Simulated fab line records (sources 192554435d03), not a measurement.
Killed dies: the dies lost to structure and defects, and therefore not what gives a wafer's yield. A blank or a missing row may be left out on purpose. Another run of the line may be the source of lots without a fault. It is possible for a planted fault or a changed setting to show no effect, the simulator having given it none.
Which tool is to blame?    flow n5-finfet    24 lots, 72 wafers sampled, at 6 steps of a route of 1938

## WHAT EACH GAUGE READ, for each wafer
N5_BEOL_M12_INSPECT_12: inspects for defects (macro).
lot   measured      on                 raw-defect-count
L074  day 10 19:02  defect-inspect-01  7 1 3
L076  day 11 02:01  defect-inspect-01  0 2 5
L077  day 11 02:16  defect-inspect-01  0 1 2
L075  day 11 05:35  defect-inspect-02  1 3 0
L078  day 11 10:28  defect-inspect-02  2 7 3
L079  day 11 10:36  defect-inspect-02  2 0 0
L080  day 12 09:31  defect-inspect-02  3 3 2
L081  day 12 11:06  defect-inspect-02  3 4 5
L082  day 12 12:34  defect-inspect-01  4 2 1
L083  day 12 22:16  defect-inspect-01  0 2 5
L084  day 13 02:02  defect-inspect-01  1 2 4
L086  day 13 10:13  defect-inspect-01  1 2 3
L085  day 13 10:47  defect-inspect-01  4 0 3
L087  day 13 18:35  defect-inspect-01  1 5 0
L088  day 13 19:29  defect-inspect-02  0 3 1
L089  day 14 05:39  defect-inspect-01  1 2 1
L091  day 14 23:26  defect-inspect-02  0 2 1
L090  day 15 01:58  defect-inspect-01  4 1 1
L092  day 15 08:27  defect-inspect-01  0 0 0
L094  day 15 10:38  defect-inspect-01  4 0 2
L093  day 15 10:43  defect-inspect-01  4 2 4
L096  day 16 02:38  defect-inspect-02  1 2 2
L095  day 16 11:54  defect-inspect-01  2 3 2
L097  day 16 12:13  defect-inspect-01  2 1 2

N5_BEOL_M13_INSPECT_30: inspects for defects (macro).
lot   measured      on                 raw-defect-count
L074  day 11 00:16  defect-inspect-02  1 1 1
L076  day 11 08:15  defect-inspect-01  2 1 0
L077  day 11 11:50  defect-inspect-02  1 2 7
L075  day 11 12:47  defect-inspect-01  3 0 2
L078  day 11 18:04  defect-inspect-01  1 1 1
L079  day 11 21:21  defect-inspect-02  2 2 2
L080  day 12 16:17  defect-inspect-01  4 3 1
L081  day 12 18:32  defect-inspect-02  3 2 2
L082  day 12 19:16  defect-inspect-02  3 0 2
L083  day 13 04:52  defect-inspect-01  2 1 3
L084  day 13 10:51  defect-inspect-02  0 0 4
L086  day 13 18:03  defect-inspect-01  2 1 1
L085  day 13 19:43  defect-inspect-02  2 2 4
L087  day 14 00:55  defect-inspect-02  2 0 2
L088  day 14 01:48  defect-inspect-01  0 0 4
L089  day 14 11:46  defect-inspect-02  5 1 4
L091  day 15 09:18  defect-inspect-02  4 2 1
L090  day 15 09:28  defect-inspect-01  4 2 2
L092  day 15 17:26  defect-inspect-01  3 1 2
L094  day 15 19:45  defect-inspect-02  3 1 0
L093  day 15 19:49  defect-inspect-01  2 3 0
L096  day 16 08:59  defect-inspect-01  1 4 1
L095  day 16 20:47  defect-inspect-01  3 3 3
L097  day 16 22:05  defect-inspect-01  2 3 2

## EACH LOT AND THE TOOL THAT RAN IT (in order: tool; ch and the chambers of the sampled wafers; start)
lot   N5_BEOL_M12_VIA_ETCH_16             N5_BEOL_M12_SPUTTER_45        N5_BEOL_M12_ANNEAL_48             N5_BEOL_M13_ILD_DEP_00
L074  rie-diel-06 ch 0,2,3, day 10 19:13  pvd-sputter-02, day 10 21:35  rtp-anneal-02 ch 0, day 10 21:54  pecvd-03 ch 0,1,2, day 10 22:41
L076  rie-diel-06 ch 0,2,3, day 11 02:08  pvd-sputter-01, day 11 04:51  rtp-anneal-02 ch 0, day 11 05:47  pecvd-03 ch 1,2, day 11 06:35
L077  rie-diel-04 ch 1,2, day 11 02:23    pvd-sputter-01, day 11 08:59  rtp-anneal-02 ch 0, day 11 09:15  pecvd-02 ch 0,1,2, day 11 10:02
L075  rie-diel-01 ch 0,1,3, day 11 05:42  pvd-sputter-03, day 11 09:16  rtp-anneal-02 ch 0, day 11 09:47  pecvd-02 ch 1,2, day 11 10:34
L078  rie-diel-01 ch 0,1,2, day 11 10:35  pvd-sputter-01, day 11 15:25  rtp-anneal-01 ch 0, day 11 15:40  pecvd-01 ch 0,1,2, day 11 16:27
L079  rie-diel-04 ch 1,2,3, day 11 10:44  pvd-sputter-01, day 11 17:55  rtp-anneal-02 ch 0, day 11 18:27  pecvd-02 ch 0,1,2, day 11 19:22
L080  rie-diel-01 ch 0,1,2, day 12 09:41  pvd-sputter-03, day 12 13:40  rtp-anneal-02 ch 0, day 12 13:58  pecvd-03 ch 0,1, day 12 14:43
L081  rie-diel-01 ch 0,2,3, day 12 11:13  pvd-sputter-01, day 12 15:55  rtp-anneal-02 ch 0, day 12 16:11  pecvd-03 ch 0,1,2, day 12 16:58
L082  rie-diel-04 ch 0,1,3, day 12 12:41  pvd-sputter-03, day 12 16:31  rtp-anneal-02 ch 0, day 12 16:57  pecvd-03 ch 0,1, day 12 17:41
L083  rie-diel-01 ch 1,2,3, day 12 22:25  pvd-sputter-01, day 13 02:14  rtp-anneal-02 ch 0, day 13 02:31  pecvd-01 ch 0,1,2, day 13 03:17
L084  rie-diel-04 ch 0,2,3, day 13 02:10  pvd-sputter-01, day 13 08:08  rtp-anneal-01 ch 0, day 13 08:23  pecvd-02 ch 0,1, day 13 09:12
L086  rie-diel-01 ch 0,1,2, day 13 10:20  pvd-sputter-02, day 13 15:10  rtp-anneal-02 ch 0, day 13 15:52  pecvd-02 ch 0,2, day 13 16:35
L085  rie-diel-06 ch 0,2, day 13 11:09    pvd-sputter-01, day 13 15:17  rtp-anneal-02 ch 0, day 13 16:59  pecvd-03 ch 0,1,2, day 13 17:40
L087  rie-diel-06 ch 0,2, day 13 18:43    pvd-sputter-02, day 13 20:44  rtp-anneal-01 ch 0, day 13 21:20  pecvd-01 ch 1,2, day 13 22:02
L088  rie-diel-01 ch 0,1,2, day 13 19:40  pvd-sputter-02, day 13 23:09  rtp-anneal-02 ch 0, day 13 23:26  pecvd-03 ch 0,1,2, day 14 00:12
L089  rie-diel-06 ch 0,1,2, day 14 05:55  pvd-sputter-02, day 14 08:50  rtp-anneal-01 ch 0, day 14 09:06  pecvd-02 ch 0, day 14 10:07
L091  rie-diel-06 ch 1,2, day 14 23:45    pvd-sputter-02, day 15 06:17  rtp-anneal-02 ch 0, day 15 06:33  pecvd-03 ch 1,2, day 15 07:20
L090  rie-diel-04 ch 0,1,2, day 15 02:05  pvd-sputter-03, day 15 06:38  rtp-anneal-02 ch 0, day 15 06:55  pecvd-01 ch 1,2, day 15 07:41
L092  rie-diel-01 ch 0,2,3, day 15 08:35  pvd-sputter-02, day 15 14:38  rtp-anneal-02 ch 0, day 15 14:54  pecvd-02 ch 0,1,2, day 15 15:41
L094  rie-diel-06 ch 2,3, day 15 10:46    pvd-sputter-02, day 15 16:56  rtp-anneal-01 ch 0, day 15 17:15  pecvd-03 ch 0,2, day 15 17:59
L093  rie-diel-04 ch 0,1, day 15 10:50    pvd-sputter-01, day 15 17:15  rtp-anneal-01 ch 0, day 15 17:31  pecvd-01 ch 0,1,2, day 15 18:18
L096  rie-diel-04 ch 0,2, day 16 02:47    pvd-sputter-03, day 16 06:22  rtp-anneal-01 ch 0, day 16 06:40  pecvd-01 ch 0,1,2, day 16 07:25
L095  rie-diel-01 ch 0,1,3, day 16 12:01  pvd-sputter-03, day 16 18:06  rtp-anneal-02 ch 0, day 16 18:31  pecvd-03 ch 1,2, day 16 19:18
L097  rie-diel-01 ch 2,3, day 16 12:21    pvd-sputter-01, day 16 18:20  rtp-anneal-01 ch 0, day 16 19:28  pecvd-02 ch 0,2, day 16 20:11
- N5_BEOL_M12_VIA_ETCH_16: etches SiOC in C4F8/O2/Ar, target depth 724.8 nm.
- N5_BEOL_M12_SPUTTER_45: material Cu, target thk 80 nm, time 13.33 s.
- N5_BEOL_M12_ANNEAL_48: time 90 s.
- N5_BEOL_M13_ILD_DEP_00: deposits SiOC from DEMS/O2, target thk 837.92 nm, time 166.4 s.

## AS READ BY THE TOOLS THEMSELVES (means over the sampled wafers that have a number; for cases with no such wafer, the mark the record gives instead)
N5_BEOL_M12_VIA_ETCH_16.
lot   tool         bias-w (W)  chamber-pressure-mTorr (mTorr)  drypump-motor-current-A (A)  oes-product-au (a.u.)  rf-vpp-V (V)  showerhead-plenum-p-Torr (Torr)  throttle-valve-pct (%)
L074  rie-diel-06  701.8       30.031                          5.9                          0.72                   666.7         3.47                             24.23
L076  rie-diel-06  698.3       29.997                          5.9                          0.71                   667.1         3.47                             24.23
L077  rie-diel-04  700.5       30.014                          6.2                          0.75                   668.3         3.53                             24.19
L075  rie-diel-01  701.9       30.005                          5.4                          0.79                   665.5         3.43                             24.16
L078  rie-diel-01  697.6       29.993                          5.3                          0.74                   666.1         3.41                             24.17
L079  rie-diel-04  699.4       30.015                          5.9                          0.69                   664.4         3.41                             24.10
L080  rie-diel-01  701.5       30.023                          5.3                          0.74                   665.4         3.40                             24.19
L081  rie-diel-01  699.2       30.019                          5.5                          0.74                   666.2         3.44                             24.23
L082  rie-diel-04  701.0       30.016                          5.6                          0.68                   662.8         3.32                             24.15
L083  rie-diel-01  699.2       29.991                          5.4                          0.72                   662.8         3.39                             24.05
L084  rie-diel-04  699.9       29.987                          6.0                          0.73                   665.1         3.41                             24.20
L086  rie-diel-01  699.7       29.983                          5.2                          0.71                   665.9         3.40                             24.19
L085  rie-diel-06  702.0       30.008                          5.4                          0.74                   664.9         3.41                             24.23
L087  rie-diel-06  700.6       29.984                          5.5                          0.68                   667.4         3.46                             24.29
L088  rie-diel-01  699.2       29.999                          5.3                          0.71                   664.8         3.40                             24.19
L089  rie-diel-06  699.5       29.980                          5.4                          0.75                   664.8         3.41                             24.14
L091  rie-diel-06  701.0       30.017                          5.4                          0.78                   664.0         3.35                             24.09
L090  rie-diel-04  699.5       29.986                          5.9                          0.78                   665.9         3.44                             24.17
L092  rie-diel-01  698.7       30.000                          5.6                          0.70                   666.6         3.43                             24.25
L094  rie-diel-06  702.9       30.025                          5.9                          0.71                   665.1         3.39                             24.23
L093  rie-diel-04  696.6       29.999                          5.6                          0.81                   663.7         3.35                             24.04
L096  rie-diel-04  701.6       29.984                          5.9                          0.76                   665.4         3.43                             24.38
L095  rie-diel-01  698.9       29.967                          5.3                          0.74                   665.5         3.40                             24.19
L097  rie-diel-01  698.7       30.021                          5.7                          0.69                   665.7         3.41                             24.14

N5_BEOL_M12_SPUTTER_45.
lot   tool            throttle-valve-pct (%)
L074  pvd-sputter-02  30.3
L076  pvd-sputter-01  30.2
L077  pvd-sputter-01  30.8
L075  pvd-sputter-03  29.8
L078  pvd-sputter-01  29.8
L079  pvd-sputter-01  30.1
L080  pvd-sputter-03  29.4
L081  pvd-sputter-01  29.8
L082  pvd-sputter-03  29.2
L083  pvd-sputter-01  30.5
L084  pvd-sputter-01  30.5
L086  pvd-sputter-02  29.4
L085  pvd-sputter-01  30.1
L087  pvd-sputter-02  30.4
L088  pvd-sputter-02  30.2
L089  pvd-sputter-02  30.6
L091  pvd-sputter-02  30.7
L090  pvd-sputter-03  29.7
L092  pvd-sputter-02  29.3
L094  pvd-sputter-02  30.4
L093  pvd-sputter-01  30.4
L096  pvd-sputter-03  29.6
L095  pvd-sputter-03  29.7
L097  pvd-sputter-01  30.1

N5_BEOL_M12_ANNEAL_48.
lot   tool           anneal-temp-c (C)  wafer_temp_C_max
L074  rtp-anneal-02  225.02             226.26
L076  rtp-anneal-02  224.89             225.90
L077  rtp-anneal-02  225.12             226.17
L075  rtp-anneal-02  224.84             226.17
L078  rtp-anneal-01  224.93             226.27
L079  rtp-anneal-02  225.01             226.01
L080  rtp-anneal-02  225.24             226.44
L081  rtp-anneal-02  224.86             226.65
L082  rtp-anneal-02  224.89             226.55
L083  rtp-anneal-02  225.16             226.37
L084  rtp-anneal-01  225.18             226.48
L086  rtp-anneal-02  225.08             226.04
L085  rtp-anneal-02  224.83             226.24
L087  rtp-anneal-01  224.98             226.06
L088  rtp-anneal-02  225.09             226.25
L089  rtp-anneal-01  224.99             226.27
L091  rtp-anneal-02  224.93             226.25
L090  rtp-anneal-02  225.08             226.20
L092  rtp-anneal-02  225.12             226.27
L094  rtp-anneal-01  224.86             226.54
L093  rtp-anneal-01  225.17             225.99
L096  rtp-anneal-01  224.98             226.11
L095  rtp-anneal-02  224.99             226.60
L097  rtp-anneal-01  225.05             226.05

N5_BEOL_M13_ILD_DEP_00.
lot   tool      heater-power-w (W)  showerhead-plenum-p-Torr (Torr)  showerhead-vpp-V (V)  throttle-valve-pct (%)
L074  pecvd-03  593                 5.695                            1367                  11.7
L076  pecvd-03  590                 5.692                            1466                  12.1
L077  pecvd-02  526                 5.683                            1407                  12.1
L075  pecvd-02  598                 5.687                            1417                  11.3
L078  pecvd-01  465                 5.706                            1400                  11.6
L079  pecvd-02  522                 5.682                            1421                  12.1
L080  pecvd-03  560                 5.685                            1419                  11.3
L081  pecvd-03  537                 5.695                            1378                  11.7
L082  pecvd-03  583                 5.698                            1465                  11.6
L083  pecvd-01  465                 5.707                            1401                  11.7
L084  pecvd-02  477                 5.693                            1415                  12.7
L086  pecvd-02  559                 5.676                            1457                  11.5
L085  pecvd-03  587                 5.700                            1381                  11.8
L087  pecvd-01  470                 5.707                            1381                  11.8
L088  pecvd-03  578                 5.696                            1378                  11.7
L089  pecvd-02  436                 5.685                            1478                  12.7
L091  pecvd-03  605                 5.703                            1375                  12.2
L090  pecvd-01  464                 5.700                            1377                  11.9
L092  pecvd-02  528                 5.695                            1410                  12.2
L094  pecvd-03  544                 5.700                            1296                  11.4
L093  pecvd-01  482                 5.716                            1403                  11.7
L096  pecvd-01  409                 5.713                            1406                  11.7
L095  pecvd-03  611                 5.703                            1458                  12.1
L097  pecvd-02  537                 5.682                            1457                  11.6

## THE ANSWER, worked out from the rows above alone
Rule: usual is defined by the lots themselves. The widest of any qualifying gaps counts: lots, ordered by their means at a reading, are off when they make up no more than a third of the lots, leave a main group of 4 or more, and stand apart from it by 3 or more times the standard deviation of that group's means. Not used: any main group whose means are identical at the precision the tables above print for the reading. A lot without any number at a reading at which 4 lots or more have one is off too. Where the step has rows for the other lots, those lots are counted as sound. First the gauges in route order, then the tools' own readings, where a lot's mean is used as printed above. The first step at which some lot is off is used, and at that step the reading that is off furthest; a lot without a number counts as furthest.
No lot is off at any reading shown: from this, nothing can be told.

## WHAT THE SIMULATOR HAD INSERTED
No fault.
